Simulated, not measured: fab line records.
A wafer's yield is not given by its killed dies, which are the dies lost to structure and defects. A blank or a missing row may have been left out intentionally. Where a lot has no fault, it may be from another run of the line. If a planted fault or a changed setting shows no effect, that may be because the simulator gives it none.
Matching of chambers -- flow nandHarc -- NHARC_THIN_TSV_ETCH_15 on rieSi-02 has 4 sister chambers
The step target depth 3000 nm, bosch target overetch cycles 2, bosch etch step 2.8 s. 4 wafers are shown with their chamber, then 10 later ones without.

## WAFERS PAIRED WITH THEIR CHAMBERS
wafer,chamber,drypumpMotorCurrentA (A)
L641.6,0,4.8
L645.4,1,5.8
L646.4,2,5.1
L646.5,3,5.6

## WAFERS WITHOUT THEIR CHAMBER
wafer,drypumpMotorCurrentA (A)
L646.6,5.1
L652.3,5.6
L652.5,4.8
L652.6,5.6
L653.2,5.7
L653.4,5.8
L653.6,5.1
L655.1,4.8
L655.2,5.8
L655.6,5.0

## WHICH CHAMBER EACH WENT THROUGH
wafer,from the rows above,in truth
L646.6,2,2
L652.3,3,3
L652.5,0,0
L652.6,3,3
L653.2,can't be placed: 1 or 3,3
L653.4,1,1
L653.6,2,2
L655.1,0,0
L655.2,1,1
L655.6,2,2
Correctly placed: 9 of 10. Unplaceable from these rows: 1, with the true chamber sitting among the candidates in 1. 0 placed wrongly.
How it was worked out, from the rows above alone: a wafer's distance from a chamber is the root of the sum, over the readings, of the square of ((its reading less the chamber's mean) divided by the reading's scatter). If the next closest chamber is less than 2 further off than the closest, the wafer can't be placed; otherwise it belongs to the closest. For every chamber, the mean is computed from those of its wafers that are shown. The scatter: root of mean squared gap, hidden wafer to nearest shown wafer, with one shown wafer a chamber.
